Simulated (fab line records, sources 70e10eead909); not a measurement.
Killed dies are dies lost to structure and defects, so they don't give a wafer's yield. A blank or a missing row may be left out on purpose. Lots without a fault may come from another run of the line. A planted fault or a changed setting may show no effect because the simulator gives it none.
A struck lot beside a sound one | flow nand_harc | 42 steps out of a route of 1302
Sound: wafers L217.3, L217.4, L217.6. Struck: wafers L228.3, L228.4, L228.5. The cause comes at the end.
At each step with rows: each side's tool, then ch and its chambers, then its first start. Under that, the readings that differ: sound wafers | struck wafers | difference of the means | sigmas: that difference in standard deviations of wafers without a fault.
alike: readings whose means differ by less than 2 such deviations, and words and numbers that are the same on both sides. not compared: withheld readings, readings that some wafer has no value for, bounds like >300 that may hide the same value, and numbers for which the record gives no deviation and whose values overlap.
The two part at a step that has a row with sigmas, a row that says differs or no value, or rows on one side only. Numbers that don't overlap but have no deviation are shown without sigmas and don't part them. A reading that every wafer of one side lacks parts them only if that side has two wafers or more.

first, 2 steps without rows for these wafers: NHARC_P_M2_STRIP_19 (strips in post etch residue remover, time 600 s); NHARC_P_M2_DEGAS_29 (time 60 s).
NHARC_P_M2_PRE_CLEAN_30: time 30 s.
  sound on pvd_sputter-02; struck on pvd_sputter-03
  alike: heater_power_w
NHARC_P_M2_PVD_20: deposits TaN, target thk 5 nm, time 8.06 s.
  sound on pvd_sputter-02; struck on pvd_sputter-03
  reading                | sound          | struck         | difference | sigmas
  throttle_valve_pct (%) | 30.8 31.5 31.2 | 28.4 30.6 28.3 | -2.1       | -3
then, 2 steps without rows for these wafers: NHARC_P_M2_PVD_21 (deposits Cu, target thk 30 nm, time 20.49 s); NHARC_P_M2_ECD_22 (material Cu, target thk 400 nm).
NHARC_P_M2_ANNEAL_31: time 90 s.
  sound on rtp_anneal-02 ch 0, day 6 09:10; struck on rtp_anneal-01 ch 0, day 11 07:01
  alike: wafer_temp_C_max
then, 1 step without rows for these wafers: NHARC_P_M2_CMP_23 (polishes, t overpolish 20 s, target thk 144.3 nm).
NHARC_P_M2_THK_MEAS_24: measures by xrf.
  sound on film_metro-01, day 6 09:44; struck on film_metro-01, day 11 07:34
  alike: thk_nm
then, 1 step without rows for these wafers: NHARC_P_M2_SRD_25.
NHARC_P_M2_INSPECT_27:
  sound on defect_inspect-02, day 6 09:53; struck on defect_inspect-01, day 11 07:43
  alike: raw_defect_count
NHARC_P_M2_PRE_CLEAN_32: time 12 s.
  sound on pecvd-04 ch 0,1,2, day 6 09:59; struck on pecvd-02 ch 1,2, day 11 07:47
  alike: heater_power_outer_w, heater_power_w
then, 3 steps without rows for these wafers: NHARC_P_M2_DEP_33 (deposits SiCN, target thk 30 nm); NHARC_P_BONDPAD_DEP_00 (deposits SiCN, target thk 250 nm); NHARC_P_BONDPAD_CMP_32 (polishes SiCN, target thk 200 nm).
NHARC_P_BONDPAD_THK_MEAS_33: measures by ellipsometry.
  sound on film_metro-01, day 6 11:05; struck on film_metro-01, day 11 08:56
  alike: thk_nm
then, 10 steps without rows for these wafers: NHARC_P_BONDPAD_SRD_34; NHARC_P_BONDPAD_DEHYDRATE_01 (time 120 s); NHARC_P_BONDPAD_HMDS_02 (time 30 s); NHARC_P_BONDPAD_COAT_36 (time 65 s); NHARC_P_BONDPAD_COAT_03 (resist thk 600 nm); NHARC_P_BONDPAD_SOFTBAKE_04 (time 70 s); NHARC_P_BONDPAD_EBR_05; NHARC_P_BONDPAD_EXPOSE_06 (exposes mask P BPAD); NHARC_P_BONDPAD_PEB_07 (peb time 80 s); NHARC_P_BONDPAD_DEVELOP_08 (time 50 s).
NHARC_P_BONDPAD_CD_MEAS_09: target cd 500 nm.
  sound on cd_sem-03 ch 0, day 6 11:32; struck on cd_sem-02 ch 0, day 11 09:30
  alike: cd_nm
NHARC_P_BONDPAD_OVL_MEAS_38:
  sound on overlay-02, day 6 11:37; struck on overlay-02, day 11 09:35
  alike: overlay_x_nm, overlay_y_nm
then, 4 steps without rows for these wafers: NHARC_P_BONDPAD_HARDBAKE_10 (time 65 s); NHARC_P_BONDPAD_DESCUM_11 (chemistry O2, time 3 s); NHARC_P_BONDPAD_ETCH_37 (etches the open film in N2/H2, target depth 60 nm, overetch 18 nm, time 65.91 s); NHARC_P_BONDPAD_ETCH_12 (etches the open film in CHF3/O2, target depth 200 nm, time 100 s).
NHARC_P_BONDPAD_CD_MEAS_13:
  sound on cd_sem-03, day 6 12:03; struck on cd_sem-03, day 11 10:05
  alike: cd_nm
then, 1 step without rows for these wafers: NHARC_P_BONDPAD_STRIP_15 (strips in O2).
NHARC_P_BONDPAD_ETCH_24: etches the open film in CF4/N2, target depth 30 nm, time 72.99 s.
  sound on rie_diel-11 ch 0,1; struck on rie_diel-01 ch 1,3
  alike: drypump_motor_current_A, oes_product_au, rf_vpp_V, showerhead_plenum_p_Torr, throttle_valve_pct
  not compared: rf_hours_counter_h
then, 1 step without rows for these wafers: NHARC_P_BONDPAD_STRIP_16 (strips in post etch residue remover, time 600 s).
NHARC_P_BONDPAD_DEGAS_25: time 60 s.
  sound on pvd_sputter-03, day 6 12:41; struck on pvd_sputter-03, day 11 10:43
  alike: heater_power_w
then, 4 steps without rows for these wafers: NHARC_P_BONDPAD_PRE_CLEAN_26 (time 30 s); NHARC_P_BONDPAD_PVD_17 (deposits TaN, target thk 5 nm, time 8.06 s); NHARC_P_BONDPAD_PVD_27 (deposits Cu, target thk 30 nm, time 20.49 s); NHARC_P_BONDPAD_ECD_18 (material Cu, target thk 400 nm).
-- the record jumps here: 18 days lie between the struck wafers' starts before and after (it left off in module P_BONDPAD and takes up again in module END, whose first step shown is number 1302 of the route) --
NHARC_END_SORT_01:
  the record has rows for the struck wafers here (prober-01 ch 0, day 29 11:55) and none for the sound ones

WHERE THEY PART
First at NHARC_P_M2_PVD_20; last, within this record, at NHARC_END_SORT_01.

WHY: what the simulator had put in
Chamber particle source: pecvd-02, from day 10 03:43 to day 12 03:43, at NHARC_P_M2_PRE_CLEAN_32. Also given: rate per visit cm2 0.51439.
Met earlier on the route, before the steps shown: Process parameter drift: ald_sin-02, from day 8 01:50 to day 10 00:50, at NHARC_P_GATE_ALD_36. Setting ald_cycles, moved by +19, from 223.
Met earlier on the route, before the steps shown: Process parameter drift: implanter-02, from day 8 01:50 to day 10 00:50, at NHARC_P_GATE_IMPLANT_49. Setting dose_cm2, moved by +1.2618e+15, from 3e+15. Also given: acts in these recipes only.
